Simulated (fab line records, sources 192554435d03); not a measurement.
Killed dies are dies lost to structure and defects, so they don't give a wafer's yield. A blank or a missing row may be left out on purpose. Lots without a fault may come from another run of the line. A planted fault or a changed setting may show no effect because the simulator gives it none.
Split-lot experiment | flow n5_finfet | 7 lots, 21 wafers read, on a route of 1938 steps

THE SPLIT
At N5_BEOL_M10_COAT_64 (time 60 s, resist thk 30 nm), the setting spin_rpm was moved away from the recipe's 1500 rpm on 4 of the 21 wafers read, by -5.4% to +8.3%. The other wafers ran this setting at the recipe's value.

FROM THE SPLIT TO THE READING: what the file shows between them, 3 steps
- N5_BEOL_M10_COAT_22: resist thk 90 nm
- N5_BEOL_M10_EBR_24
- N5_BEOL_M10_DESCUM_33: chemistry O2, time 7.9 s

THE READING
CAR-ArF_of_BEOL_M10_COAT_22.thk_nm (the simulator's own value, which no gauge read), in nm, at N5_BEOL_M10_ETCH_65 (etches SiARC in CF4, target depth 39 nm, time 65 s). The file gives no usual value for it. The 17 wafers here that ran the recipe average 55.6 nm, standard deviation 0.32 nm.

wafer  | tool, chamber at the split | spin_rpm as run, rpm | against the recipe | CAR-ArF_of_BEOL_M10_COAT_22.thk_nm, nm | against lot-mates on the recipe
L077.3 | litho_track-04, 0          | 1500                 | recipe             | 55.6                                   | -
L077.4 | litho_track-04, 0          | 1500                 | recipe             | 55.8                                   | -
L077.6 | litho_track-04, 0          | 1419                 | -5.4%              | 54.8                                   | -0.9
L081.4 | litho_track-03, 0          | 1500                 | recipe             | 55.8                                   | -
L081.5 | litho_track-03, 0          | 1500                 | recipe             | 55.8                                   | -
L081.6 | litho_track-03, 0          | 1500                 | recipe             | 55.8                                   | -
L074.1 | litho_track-04, 0          | 1625                 | +8.3%              | 56.6                                   | +1.5
L074.3 | litho_track-04, 0          | 1500                 | recipe             | 55                                     | -
L074.5 | litho_track-04, 0          | 1500                 | recipe             | 55.2                                   | -
L083.2 | litho_track-03, 0          | 1500                 | recipe             | 55.6                                   | -
L083.3 | litho_track-03, 0          | 1500                 | recipe             | 55.4                                   | -
L083.6 | litho_track-03, 0          | 1600                 | +6.7%              | 56.8                                   | +1.3
L087.1 | litho_track-03, 0          | 1500                 | recipe             | 55.8                                   | -
L087.3 | litho_track-03, 0          | 1500                 | recipe             | 56                                     | -
L087.4 | litho_track-03, 0          | 1500                 | recipe             | 56.2                                   | -
L093.2 | litho_track-03, 0          | 1500                 | recipe             | 55.8                                   | -
L093.4 | litho_track-03, 0          | 1500                 | recipe             | 55.8                                   | -
L093.6 | litho_track-03, 0          | 1500                 | recipe             | 55.8                                   | -
L096.3 | litho_track-04, 0          | 1591                 | +6.1%              | 56.4                                   | +1.2
L096.4 | litho_track-04, 0          | 1500                 | recipe             | 55.2                                   | -
L096.6 | litho_track-04, 0          | 1500                 | recipe             | 55.2                                   | -

THE FIT
A straight line over all 21 wafers: CAR-ArF_of_BEOL_M10_COAT_22.thk_nm changes by +0.139 nm for each +1% of spin_rpm; r = +0.80; the points scatter about the line by 0.31 nm.
The same after taking each lot's own level away (the mean of its wafers on the recipe; 21 wafers): +0.184 nm for each +1%; r = +0.99; scatter 0.092 nm.
On that fit, the largest move of spin_rpm shifts the reading by 1.5 nm.
The lots' own levels span 55.10 to 56.00 nm, that is 2.8 times the standard deviation above.
So the lot-to-lot level changes the slope: the two fits differ.
Check: with one of the wafers moved furthest among these (+8.3%) left out of the fit, the line predicts +1.58 nm for it against its lot-mates. It came out at +1.5 nm against them.

OTHER SPLITS ON THESE WAFERS
These wafers also went through other splits before the reading. Each is held against what the fit with the lots' levels taken away leaves over:
other split on the same wafers    | wafers away from the commonest value | r with CAR-ArF_of_BEOL_M10_COAT_22.thk_nm (lot level and that fit taken away)
N5_BEOL_M5_COAT_22 spin_rpm       | 7                                    | +0.15
N5_BEOL_M7_COAT_63 spin_rpm       | 8                                    | +0.03
N5_BEOL_M7_COAT_71 spin_rpm       | 8                                    | -0.04
N5_BEOL_M7_VIA_ETCH_34 source_w   | 8                                    | +0.11
N5_BEOL_M9_HM_DEP_02 target_thk_a | 9                                    | -0.15
N5_BEOL_M9_COAT_05 spin_rpm       | 8                                    | +0.36

THE WHOLE CHAIN: every reading that the file lists as answering this split, in the file's order
step                | what it does                                       | reading                                                                             | change (the file's fit)               | r (the file's)
N5_BEOL_M10_COAT_64 | time 60 s, resist thk 30 nm                        | SiARC_of_BEOL_M10_COAT_64.thk_nm (the simulator's own value, which no gauge read)   | -0.152 nm for each +1% of the setting | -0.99
N5_BEOL_M10_ETCH_65 | etches SiARC in CF4, target depth 39 nm, time 65 s | etch.depth_nm (the simulator's own value, which no gauge read)                      | -0.155 nm for each +1% of the setting | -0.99
N5_BEOL_M10_ETCH_65 | etches SiARC in CF4, target depth 39 nm, time 65 s | CAR-ArF_of_BEOL_M10_COAT_22.thk_nm (the simulator's own value, which no gauge read) | +0.185 nm for each +1% of the setting | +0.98

THE FILE'S OWN FIT
CAR-ArF_of_BEOL_M10_COAT_22.thk_nm changes by +0.185 nm for each +1% of spin_rpm, r = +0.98.
